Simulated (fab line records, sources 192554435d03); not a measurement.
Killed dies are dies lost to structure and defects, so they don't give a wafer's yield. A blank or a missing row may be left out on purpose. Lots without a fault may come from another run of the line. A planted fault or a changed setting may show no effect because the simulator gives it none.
Chamber matching | flow n5_finfet | N5_PASSIVATION_DESCUM_32 on rie_diel-05: 4 sister chambers
The step chemistry O2, time 7.9 s. 14 wafers are shown with their chamber, then 7 later ones without.

WAFERS WITH THEIR CHAMBER
wafer  | chamber | drypump_motor_current_A (A) | showerhead_plenum_p_Torr (Torr) | throttle_valve_pct (%)
L782.3 | 3       | 5.7                         | 2.20                            | 20.20
L782.4 | 1       | 5.5                         | 1.96                            | 20.42
L782.6 | 1       | 5.5                         | 1.96                            | 20.43
L783.3 | 0       | 5.0                         | 2.11                            | 20.07
L783.4 | 2       | 5.9                         | 2.17                            | 20.47
L783.6 | 3       | 5.7                         | 2.20                            | 20.23
L785.3 | 3       | 5.7                         | 2.19                            | 20.23
L785.4 | 1       | 5.5                         | 1.96                            | 20.43
L785.6 | 1       | 5.5                         | 1.96                            | 20.43
L793.1 | 1       | 5.5                         | 1.95                            | 20.45
L793.2 | 0       | 4.9                         | 2.09                            | 20.10
L793.6 | 0       | 4.9                         | 2.10                            | 20.09
L798.2 | 0       | 4.9                         | 2.09                            | 20.14
L798.5 | 2       | 5.9                         | 2.16                            | 20.20

SIGNATURES (means of the wafers above)
reading                  | chamber 0 | chamber 1 | chamber 2 | chamber 3 | scatter within a chamber
drypump_motor_current_A  | 4.925     | 5.500     | 5.900     | 5.700     | 0.0274
showerhead_plenum_p_Torr | 2.0975    | 1.9580    | 2.1650    | 2.1967    | 0.00687
throttle_valve_pct       | 20.1000   | 20.4320   | 20.3350   | 20.2200   | 0.0633
Rule: a wafer's distance from a chamber is the root of the sum, over the readings, of the square of ((its reading less the chamber's mean) divided by the reading's scatter). The wafer belongs to the nearest chamber; if the next one is less than 2 further off, it can't be placed. The scatter: the root of (the sum of the squares of (reading less its chamber's mean) over the shown wafers, divided by (wafers less chambers)).

WAFERS WITHOUT THEIR CHAMBER
wafer  | drypump_motor_current_A (A) | showerhead_plenum_p_Torr (Torr) | throttle_valve_pct (%)
L798.6 | 5.0                         | 2.09                            | 20.12
L802.1 | 5.7                         | 2.18                            | 20.29
L802.2 | 5.9                         | 2.16                            | 20.20
L802.4 | 4.9                         | 2.09                            | 20.12
L801.2 | 5.7                         | 2.18                            | 20.32
L801.4 | 5.0                         | 2.09                            | 20.13
L801.5 | 5.7                         | 2.18                            | 20.30

WHICH CHAMBER EACH WENT THROUGH
wafer  | from the rows above | in truth
L798.6 | 0                   | 0
L802.1 | 3                   | 3
L802.2 | 2                   | 2
L802.4 | 0                   | 0
L801.2 | 3                   | 3
L801.4 | 0                   | 0
L801.5 | 3                   | 3
Placed correctly: 7 of 7. Can't be placed from these rows: 0. Placed wrongly: 0.
